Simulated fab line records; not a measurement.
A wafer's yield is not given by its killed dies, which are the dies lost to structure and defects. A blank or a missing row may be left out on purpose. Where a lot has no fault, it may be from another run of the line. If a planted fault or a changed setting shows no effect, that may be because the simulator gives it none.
Chamber matching ; flow n5Finfet ; N5_MIM_TOP_ETCH_STRIP_01 on rieDiel-04: 4 sister chambers
The step strips in O2. 8 wafers are shown with their chamber, then 9 later ones without.

== WAFERS, EACH WITH ITS CHAMBER ==
wafer;chamber;showerheadPlenumPTorr (Torr);drypumpMotorCurrentA (A)
L078.3;1;2.03;5.7
L081.2;3;2.15;5.3
L081.6;0;2.05;5.9
L085.4;2;2.17;6.1
L085.5;3;2.14;5.4
L091.3;0;2.04;6.0
L091.4;2;2.17;6.1
L091.5;1;2.03;5.7

== WAFERS MISSING THEIR CHAMBER ==
wafer;showerheadPlenumPTorr (Torr);drypumpMotorCurrentA (A)
L092.4;2.14;5.4
L092.5;2.02;5.8
L092.6;2.04;5.9
L093.1;2.13;5.4
L093.4;2.04;5.9
L093.5;2.02;5.9
L095.2;2.04;6.0
L095.3;2.02;5.8
L095.6;2.13;5.3

== EACH ONE'S CHAMBER ==
wafer;from the rows above;in truth
L092.4;3;3
L092.5;1;1
L092.6;0;0
L093.1;3;3
L093.4;0;0
L093.5;can't be placed: 1 or 0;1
L095.2;0;0
L095.3;1;1
L095.6;3;3
Placed correctly: 8 of 9. Cannot be placed on the basis of these rows: 1; the candidates contain the true chamber in 1. 0 placed wrongly.
How it was worked out, from the rows above alone: a wafer's distance from a chamber is the root of the sum, over the readings, of the square of ((its reading less the chamber's mean) divided by the reading's scatter). If the next closest chamber is less than 2 further off than the closest, the wafer can't be placed; otherwise it belongs to the closest. Each chamber's mean is taken over the wafers shown for it. The scatter: take each reading less its chamber's mean, square it, sum over the shown wafers, divide by the number of wafers less the number of chambers, and take the root.
